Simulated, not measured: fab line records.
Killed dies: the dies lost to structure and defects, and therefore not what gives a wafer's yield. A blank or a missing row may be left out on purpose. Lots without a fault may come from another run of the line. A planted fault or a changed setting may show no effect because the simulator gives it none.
A struck lot beside a sound one | flow nandHarc | 13 out of 1159 route steps
Sound: these wafers, L775.2, L775.3, L775.5. Struck: wafers L787.3, L787.6 (left out: L787.1, a lot-mate that was not struck); the cause follows at the end.
Order at every step that has rows: each side's tool, ch and its chambers, its first start. Under that, the readings that differ: sound wafers | struck wafers | difference of the means | sigmas: that difference in standard deviations of wafers without a fault.
alike: readings whose means differ by less than 2 such deviations, and words and numbers that are the same on both sides. not compared: withheld readings, readings that some wafer has no value for, bounds like >300 that may hide the same value, and numbers for which the record gives no deviation and whose values overlap.
Wherever a step has rows on one side only, a row that says differs or no value, or a row with sigmas, the two part there. When numbers do not overlap yet have no deviation, they are printed without sigmas and do not part them. A reading missing from all wafers of one side parts the sides only when that side holds two or more wafers.

first, 4 steps without rows for these wafers: NHARC_A_STAIRCASE_TRIM_16 (chemistry O2, time 211.2 s); NHARC_A_STAIRCASE_ETCH_17 (etches the open film in C4F8/O2, target depth 100 nm, time 40.5 s); NHARC_A_STAIRCASE_TRIM_18 (chemistry O2, time 211.2 s); NHARC_A_STAIRCASE_ETCH_19 (etches the open film in C4F8/O2, target depth 100 nm, time 40.5 s).
NHARC_A_STAIRCASE_TRIM_20: chemistry O2, time 211.2 s.
  sound on rieDiel-04 ch 0,1,3, day 13 12:59; struck on rieDiel-04 ch 1,3, day 14 20:34
  alike: drypumpMotorCurrentA, oesProductAu, rfVppV, showerheadPlenumPTorr, throttleValvePct
  not compared: rfHoursCounterH
then, 1 step without rows for these wafers: NHARC_A_STAIRCASE_ETCH_21 (etches the open film in C4F8/O2, target depth 100 nm, time 40.5 s).
NHARC_A_STAIRCASE_TRIM_22: chemistry O2, time 211.2 s.
  sound: rieDiel-04 ch 0,3; struck: rieDiel-04 ch 0,2
  alike: drypumpMotorCurrentA, oesProductAu, rfVppV, showerheadPlenumPTorr, throttleValvePct
  not compared: rfHoursCounterH
NHARC_A_STAIRCASE_ETCH_23: etches the open film in C4F8/O2, target depth 100 nm, time 40.5 s.
  sound: rieDiel-04 ch 0,3; struck: rieDiel-04 ch 2,3
  alike: oesProductAu, rfVppV, runLengthS
  not compared: rfHoursCounterH
NHARC_A_STAIRCASE_TRIM_24: chemistry O2, time 211.2 s.
  sound: rieDiel-04 ch 1,3; struck: rieDiel-04 ch 1,3
  alike: drypumpMotorCurrentA, oesProductAu, rfVppV, showerheadPlenumPTorr, throttleValvePct
  not compared: rfHoursCounterH
then, 1 step without rows for these wafers: NHARC_A_STAIRCASE_ETCH_25 (etches the open film in C4F8/O2, target depth 100 nm, time 40.5 s).
NHARC_A_STAIRCASE_TRIM_26: chemistry O2, time 211.2 s.
  sound: rieDiel-04 ch 0,3; struck: rieDiel-04 ch 0,2
  alike: drypumpMotorCurrentA, oesProductAu, rfVppV, showerheadPlenumPTorr, throttleValvePct
  not compared: rfHoursCounterH
NHARC_A_STAIRCASE_ETCH_27: etches the open film in C4F8/O2, target depth 100 nm, time 40.5 s.
  sound on rieDiel-04 ch 0,3, day 13 14:17; struck on rieDiel-04 ch 1,3, day 14 21:32
reading        | sound          | struck    | difference | sigmas
runLengthS (s) | 62.3 61.5 61.7 | 75.2 74.8 | +13.2      | +32
  alike: oesProductAu, rfVppV
  not compared: rfHoursCounterH
-- break in the record here, with 12 days between the starts of the struck wafers on either side (left off in module A_STAIRCASE, picked up again in module END, where the first step shown is number 1159 on the route) --
NHARC_END_SORT_01:
  sound on prober-02 ch 0, day 24 17:14; struck on prober-01 ch 0, day 27 04:08
reading           | sound    | struck                                          | difference                   | sigmas
hold              | - - -    | awaitDispo/3.7h/release awaitDispo/3.7h/release | no value on the sound wafers | 
killedAtArray     | 20 21 25 | 667 671                                         | +647                         | +59
killedAtPeriphery | 2 0 0    | 9 6                                             | +7                           | +3
killedDies        | 24 21 26 | 676 677                                         | +653                         | +54
  alike: killedAtOther, killedOpen, killedShort

## WHERE THEY PART
Last at NHARC_END_SORT_01 as far as this record goes, first at NHARC_A_STAIRCASE_ETCH_27.

WHY: what had been put in by the simulator
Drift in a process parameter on rieDiel-04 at NHARC_A_STAIRCASE_ETCH_27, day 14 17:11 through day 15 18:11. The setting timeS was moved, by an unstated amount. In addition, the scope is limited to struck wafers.
